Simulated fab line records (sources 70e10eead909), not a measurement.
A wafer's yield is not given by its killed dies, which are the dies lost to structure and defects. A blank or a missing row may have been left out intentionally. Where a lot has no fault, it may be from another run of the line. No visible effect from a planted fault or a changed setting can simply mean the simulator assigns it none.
2 desks, one fault / flow nand harc / numbers are kept per desk, each desk with only its own; the story behind them comes last

== THE DEFECT DESK ==
Lot by lot, what the route's inspections counted, given as the mean of those sampled wafers with a number. A lot is out of limits, marked OUT, if its mean lies more than 4 standard deviations from the usual mean; the brackets give that distance.
Columns: A = raw defect count at NHARC_P_ZERO_WELL_INSPECT_43, usual 12; B = raw defect count at NHARC_P_STI_INSPECT_11, usual 5.7
lot=L730; first seen here=day 2 03:49; A=7; B=4.7
lot=L731; first seen here=day 2 13:27; A=17; B=8.0
lot=L733; first seen here=day 3 09:26; A=18; B=4.0
lot=L735; first seen here=day 4 05:25; A=10; B=5.3
lot=L737; first seen here=day 5 01:27; A=10; B=4.7
lot=L739; first seen here=day 5 21:52; A=9; B=5.3
lot=L741; first seen here=day 6 17:45; A=7; B=5.3
lot=L742; first seen here=day 7 03:34; A=276 (+49) OUT; B=276.7 (+93) OUT
lot=L743; first seen here=day 7 13:38; A=9; B=8.3
lot=L744; first seen here=day 8 00:08; A=299 (+53) OUT; B=288.3 (+97) OUT
lot=L750; first seen here=day 10 11:46; A=16; B=5.0
lot=L752; first seen here=day 11 07:38; A=7; B=4.7
Finding of this desk: L742, L744 out of limits; the first was L742 at day 7 03:34, on raw defect count at NHARC_P_ZERO_WELL_INSPECT_43. In limits: L730, L731, L733, L735, L737, L739, L741, L743, L750, L752.

== THE METROLOGY DESK ==
What the gauges read for every lot (on any tool): the sampled wafers with a number, averaged. A lot is out of limits, marked OUT, if its mean lies more than 4 standard deviations from the usual mean; the brackets give that distance.
Columns: A = cd nm at NHARC_P_STI_CD_MEAS_09, usual 201.1 nm; B = cd nm at NHARC_P_GATE_CD_MEAS_91, usual 1999.0 nm
lot=L730; first seen here=day 2 23:47; A=199.1; B=1998.9
lot=L731; first seen here=day 3 10:40; A=203.3; B=1998.0
lot=L733; first seen here=day 4 02:59; A=200.3; B=2001.0
lot=L735; first seen here=day 4 20:50; A=201.7; B=1999.1
lot=L737; first seen here=day 5 16:41; A=200.4; B=1999.4
lot=L739; first seen here=day 6 17:10; A=203.0; B=1997.7
lot=L741; first seen here=day 7 09:11; A=200.0; B=2002.1
lot=L742; first seen here=day 7 18:11; A=201.5; B=1999.0
lot=L743; first seen here=day 8 06:16; A=200.5; B=1996.2
lot=L744; first seen here=day 8 16:54; A=200.8; B=1999.2
lot=L750; first seen here=day 11 05:25; A=200.8; B=1999.0
lot=L752; first seen here=day 12 01:10; A=199.6; B=1999.0
Finding of this desk: none of the 12 lots has anything out of limits.

== ALL TOGETHER ==
The defect desk could have raised an alarm at day 7 03:34, on L742, L744.
Metrology desk: nothing out of limits seen.
The metrology desk holds a record of L742, L744, inside its limits.
The lots listed all ran NHARC_P_ZERO_WELL_PECVD_02 on pecvd-02.

== WHAT THE SIMULATOR PUT IN ==
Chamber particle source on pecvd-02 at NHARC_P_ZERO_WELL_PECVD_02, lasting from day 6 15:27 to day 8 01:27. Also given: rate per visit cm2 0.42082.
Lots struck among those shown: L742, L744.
Hours from the fault's start to each desk's first reading out of limits: the defect desk, 12.
